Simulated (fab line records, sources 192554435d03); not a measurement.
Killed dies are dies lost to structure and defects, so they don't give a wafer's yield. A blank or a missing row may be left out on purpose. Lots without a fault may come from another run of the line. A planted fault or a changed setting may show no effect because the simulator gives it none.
One fault seen from 3 desks | flow n5_finfet | each desk has only its own numbers; what lay behind them comes last

THE DEFECT DESK
What the inspections along the route counted, lot by lot: means of the sampled wafers that have a number. A lot is out of limits, marked OUT, if its mean lies more than 4 standard deviations from the usual mean; the brackets give that distance.
Columns: A = raw_defect_count at N5_BEOL_M0_SAQP_INSPECT_42, usual 275
lot  | first seen here | A
L468 | day 6 01:59     | 389
L469 | day 6 09:40     | 209
L473 | day 7 03:56     | 327
L475 | day 7 19:29     | 310
L480 | day 9 02:31     | 201
L482 | day 9 15:07     | 188
L487 | day 10 17:56    | 141
L488 | day 10 21:56    | 201
L489 | day 11 06:19    | 254
This desk's finding: nothing out of limits on any of the 9 lots.

THE METROLOGY DESK
What the gauges read, lot by lot, whatever tool the lot ran on: means of the sampled wafers that have a number. A lot is out of limits, marked OUT, if its mean lies more than 4 standard deviations from the usual mean; the brackets give that distance. Of its 11 readings 7 are shown: those that lie furthest out on some lot.
Columns: A = cd_nm at N5_BEOL_M0_CUTY_CD_MEAS_57, usual 200.5 nm; B = IOFF_P at N5_BEOL_M4_RC_MEAS_101, usual 0.21 nA/um; C = ION_N at N5_BEOL_M4_RC_MEAS_101, usual 671 uA/um; D = ION_P at N5_BEOL_M4_RC_MEAS_101, usual 461 uA/um; E = SS_N at N5_BEOL_M4_RC_MEAS_101, usual 71.5 mV/dec; F = VT_N at N5_BEOL_M4_RC_MEAS_101, usual 251 mV; G = VT_P at N5_BEOL_M4_RC_MEAS_101, usual -250 mV
lot  | first seen here | A     | B    | C   | D   | E    | F   | G
L468 | day 6 03:20     | 201.8 | 0.18 | 655 | 449 | 71.9 | 254 | -253
L469 | day 6 10:57     | 199.9 | 0.23 | 677 | 461 | 72.1 | 248 | -247
L473 | day 7 05:14     | 201.2 | 0.19 | 667 | 461 | 71.2 | 254 | -252
L475 | day 7 21:04     | 201.3 | 0.17 | 658 | 453 | 71.4 | 255 | -257
L480 | day 9 04:14     | 202.6 | 0.22 | 672 | 461 | 71.9 | 252 | -248
L482 | day 9 16:32     | 201.2 | 0.22 | 671 | 466 | 71.6 | 249 | -249
L487 | day 10 19:17    | 200.3 | 0.23 | 675 | 467 | 72.1 | 250 | -249
L488 | day 10 23:16    | 200.8 | 0.26 | 683 | 469 | 71.6 | 248 | -247
L489 | day 11 08:08    | 199.3 | 0.25 | 672 | 462 | 72.0 | 249 | -247
This desk's finding: nothing out of limits on any of the 9 lots.

THE TOOL OWNER'S DESK: arfi_scanner-03
The tool's own readings at N5_BEOL_M0_CUTY_EXPOSE_54 (exposes mask M0 ABLK): means of the sampled wafers that have a number, for each lot that ran on this tool. A lot is out of limits, marked OUT, if its mean lies more than 4 standard deviations from the usual mean; the brackets give that distance.
Columns: A = exposure_dose_mJ_cm2 at N5_BEOL_M0_CUTY_EXPOSE_54, usual 35.97
lot  | first seen here | A
L468 | day 6 03:12     | 35.95
L469 | day 6 10:50     | 35.95
L473 | day 7 05:07     | 35.59 (-11) OUT
L475 | day 7 20:57     | 35.66 (-9.0) OUT
This desk's finding: out of limits on L473, L475; first on L473, day 7 05:07 (exposure_dose_mJ_cm2 at N5_BEOL_M0_CUTY_EXPOSE_54). In limits: L468, L469.

PUT TOGETHER
The tool owner's desk could have raised an alarm at day 7 05:07, on L473, L475.
The defect desk saw nothing out of limits.
The metrology desk saw nothing out of limits.
The defect desk has L473, L475 on record, within its limits.
The metrology desk has L473, L475 on record, within its limits.
Of the lots named, all ran N5_BEOL_M0_CUTY_EXPOSE_54 on arfi_scanner-03.

WHAT THE SIMULATOR HAD PUT IN
Process parameter drift: arfi_scanner-03, from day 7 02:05 on, at N5_BEOL_M0_CUTY_EXPOSE_54. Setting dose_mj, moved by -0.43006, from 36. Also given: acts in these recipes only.
Lots struck among those shown: L473, L475.
Hours from the fault's start to each desk's first reading out of limits: the tool owner's desk, 3.
